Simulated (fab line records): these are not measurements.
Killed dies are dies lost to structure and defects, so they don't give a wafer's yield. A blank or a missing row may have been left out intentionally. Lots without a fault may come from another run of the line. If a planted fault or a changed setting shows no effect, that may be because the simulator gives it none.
Matching of chambers | flow n5Finfet | N5_BEOL_M0_ETCH_109 on rieDiel-04: 4 sister chambers
The step etches SiCN in CH3F/O2, target depth 8 nm, overetch 2.4 nm, time 27.4 s. 8 wafers are shown with their chamber, then 8 later ones without.

## WAFERS WITH THEIR CHAMBER
wafer  | chamber | showerheadPlenumPTorr (Torr) | throttleValvePct (%)
L078.6 | 0       | 2.07                         | 16.35
L079.4 | 2       | 1.98                         | 16.35
L082.5 | 1       | 1.93                         | 16.65
L082.6 | 2       | 1.97                         | 16.35
L084.2 | 0       | 2.06                         | 16.40
L084.3 | 1       | 1.93                         | 16.67
L084.5 | 3       | 1.95                         | 16.49
L085.1 | 3       | 1.95                         | 16.48

## WAFERS WITH NO CHAMBER GIVEN
wafer  | showerheadPlenumPTorr (Torr) | throttleValvePct (%)
L085.4 | 1.95                         | 16.49
L085.5 | 1.93                         | 16.67
L086.2 | 2.06                         | 16.40
L086.3 | 1.93                         | 16.67
L086.6 | 1.97                         | 16.37
L097.3 | 2.05                         | 16.43
L097.4 | 1.96                         | 16.41
L097.5 | 1.92                         | 16.73

## WHICH CHAMBER EACH WENT THROUGH
wafer  | from the rows above     | in truth
L085.4 | 3                       | 3
L085.5 | 1                       | 1
L086.2 | 0                       | 0
L086.3 | 1                       | 1
L086.6 | 2                       | 2
L097.3 | 0                       | 0
L097.4 | can't be placed: 2 or 3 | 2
L097.5 | 1                       | 1
7 of 8 placed correctly. Not placeable from these rows: 1 (in 1, the candidates include the true chamber). Placed wrongly: 0.
How it was worked out, from the rows above alone: a wafer's distance from a chamber is the root of the sum, over the readings, of the square of ((its reading less the chamber's mean) divided by the reading's scatter). The wafer belongs to the nearest chamber; if the next one is less than 2 further off, it can't be placed. For every chamber, the mean is computed from those of its wafers that are shown. The scatter: take each reading less its chamber's mean, square it, sum over the shown wafers, divide by the number of wafers less the number of chambers, and take the root.
